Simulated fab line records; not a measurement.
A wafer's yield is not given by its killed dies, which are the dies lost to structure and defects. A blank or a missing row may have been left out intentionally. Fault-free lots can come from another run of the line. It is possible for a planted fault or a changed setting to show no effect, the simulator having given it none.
The same fault as seen by 2 desks :: flow n5-finfet :: only its own numbers are on each desk; what lay behind them is given at the end

THE TOOL OWNER'S DESK: rie-diel-02
The tool's own readings at N5_BEOL_M1_TRENCH_ETCH_37 (etches SiOC in C4F6/O2, target depth 55.207 nm, time 29 s): means of the sampled wafers that have a number, for each lot that ran on this tool. A lot is out of limits, marked OUT, if its mean lies more than 4 standard deviations from the usual mean; the brackets give that distance. Shown are 7 of the 9 readings it has, namely the first that went out of limits plus those furthest out on some lot.
Columns: A = oes_ar_750_au at N5_BEOL_M1_TRENCH_ETCH_37, usual 0.77 a.u.; B = oes_f_703_au at N5_BEOL_M1_TRENCH_ETCH_37, usual 0.78 a.u.; C = oes_o_777_au at N5_BEOL_M1_TRENCH_ETCH_37, usual 0.78 a.u.; D = oes-product-au at N5_BEOL_M1_TRENCH_ETCH_37, usual 0.76 a.u.; E = rf-fwd-power-W at N5_BEOL_M1_TRENCH_ETCH_37, usual 350.4 W; F = rf-vpp-V at N5_BEOL_M1_TRENCH_ETCH_37, usual 660 V; G = throttle-valve-pct at N5_BEOL_M1_TRENCH_ETCH_37, usual 20.88 %
lot: L258
first seen here: day 6 23:05
A: 0.72
B: 0.73
C: 0.74
D: 0.72
E: 350.3
F: 685
G: 20.93

lot: L266
first seen here: day 9 02:14
A: 0.72
B: 0.71
C: 0.72
D: 0.71
E: 352.1
F: 664
G: 21.17

lot: L271
first seen here: day 10 07:08
A: 0.92
B: 1.06
C: 1.06
D: 0.86
E: 421.6 (+42) OUT
F: 616
G: 20.90

lot: L272
first seen here: day 10 07:58
A: 0.89
B: 1.04
C: 1.02
D: 0.85
E: 421.8 (+42) OUT
F: 635
G: 20.93
This desk's verdict: out of limits on L271, L272, starting with L271 at day 10 07:08 (rf-fwd-power-W at N5_BEOL_M1_TRENCH_ETCH_37). Within limits: L258, L266.

FROM THE METROLOGY DESK
What the gauges read for every lot (on any tool): the sampled wafers with a number, averaged. A lot is out of limits, marked OUT, if its mean lies more than 4 standard deviations from the usual mean; the brackets give that distance. Readings shown: 7 of its 12, picked as those furthest out on some lot.
Columns: A = cd-nm at N5_BEOL_M1_CD_MEAS_18, usual 17.7 nm; B = trench-depth-nm at N5_BEOL_M1_OCD_MEAS_38, usual 54.8 nm; C = IOFF_P at N5_BEOL_M4_RC_MEAS_101, usual 0.23 nA/um; D = ION_P at N5_BEOL_M4_RC_MEAS_101, usual 466 uA/um; E = SS_N at N5_BEOL_M4_RC_MEAS_101, usual 71.7 mV/dec; F = SS_P at N5_BEOL_M4_RC_MEAS_101, usual 73.5 mV/dec; G = VT_P at N5_BEOL_M4_RC_MEAS_101, usual -249 mV
lot: L258
first seen here: day 6 19:55
A: 17.9
B: 56.8
C: 0.21
D: 459
E: 71.7
F: 73.4
G: -252

lot: L262
first seen here: day 7 22:40
A: 17.6
B: 54.3
C: 0.22
D: 464
E: 72.2
F: 73.4
G: -248

lot: L266
first seen here: day 8 20:53
A: 18.2
B: 54.9
C: 0.30
D: 481
E: 71.4
F: 73.8
G: -242

lot: L271
first seen here: day 10 02:13
A: 18.0
B: 59.4
C: 0.17
D: 452
E: 71.8
F: 73.0
G: -254

lot: L272
first seen here: day 10 05:55
A: 18.0
B: 60.3
C: 0.26
D: 471
E: 72.0
F: 73.6
G: -246

lot: L273
first seen here: day 11 10:44
A: 17.9
B: 55.5
C: 0.21
D: 457
E: 70.7
F: 72.9
G: -251

lot: L275
first seen here: day 11 12:41
A: 18.0
B: 56.4
C: 0.28
D: 473
E: 72.2
F: 74.4
G: -244

lot: L277
first seen here: day 11 16:35
A: 17.6
B: 56.0
C: 0.21
D: 465
E: 71.2
F: 73.3
G: -252
Result from this desk: across the 8 lots, nothing is out of limits.

PUT TOGETHER
The tool owner's desk had the chance to raise an alarm at day 10 07:08 on L271, L272.
From the metrology desk's view, nothing was out of limits.
The metrology desk has L271, L272 on record, within its limits.
On rie-diel-02, each named lot ran N5_BEOL_M1_TRENCH_ETCH_37.

WHAT THE SIMULATOR HAD INSERTED
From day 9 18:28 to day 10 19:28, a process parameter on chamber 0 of rie-diel-02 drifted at N5_BEOL_M1_TRENCH_ETCH_37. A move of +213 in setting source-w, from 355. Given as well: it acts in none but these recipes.
Struck lots among those shown: L271, L272.
How many hours passed from the start of the fault until each desk's first out-of-limits reading: the tool owner's desk, 13.
